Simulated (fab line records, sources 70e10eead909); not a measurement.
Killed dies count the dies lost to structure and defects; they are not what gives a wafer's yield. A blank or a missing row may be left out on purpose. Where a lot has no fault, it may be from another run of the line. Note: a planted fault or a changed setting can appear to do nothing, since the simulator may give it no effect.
Chamber matching | flow nand_harc | rie_diel-13 running NHARC_A_M0_ETCH_15: 4 sister chambers
The step etches the open film in C4F8/Ar, target depth 150 nm, overetch 15 nm, time 82.5 s. 4 wafers are shown with their chamber, then 8 later ones without.

== EACH WAFER AND ITS CHAMBER ==
wafer  | chamber | rf_vpp_V (V)
L498.6 | 1       | 444
L503.1 | 0       | 443
L503.6 | 3       | 437
L504.1 | 2       | 444

== WAFERS WITH NO CHAMBER GIVEN ==
wafer  | rf_vpp_V (V)
L504.4 | 441
L504.5 | 436
L507.2 | 445
L507.3 | 437
L507.6 | 445
L512.1 | 445
L512.2 | 442
L512.6 | 444

== WHICH CHAMBER EACH ONE RAN IN ==
wafer  | from the rows above               | in truth
L504.4 | can't be placed: 0 or 1 or 2 or 3 | 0
L504.5 | 3                                 | 3
L507.2 | can't be placed: 1 or 2 or 0      | 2
L507.3 | 3                                 | 3
L507.6 | can't be placed: 1 or 2 or 0      | 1
L512.1 | can't be placed: 1 or 2 or 0      | 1
L512.2 | can't be placed: 0 or 1 or 2      | 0
L512.6 | can't be placed: 1 or 2 or 0      | 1
Correct placement for 2 of the 8. Not placeable from these rows: 6 (in 6, the candidates include the true chamber). Wrongly placed: 0.
How it was worked out, from the rows above alone: a wafer's distance from a chamber is the root of the sum, over the readings, of the square of ((its reading less the chamber's mean) divided by the reading's scatter). The wafer belongs to the nearest chamber; if the next one is less than 2 further off, it can't be placed. Each chamber's mean is taken over the wafers shown for it. The scatter (one wafer shown for each chamber): square how far every hidden wafer sits from the nearest shown wafer, average those squares and take the square root.
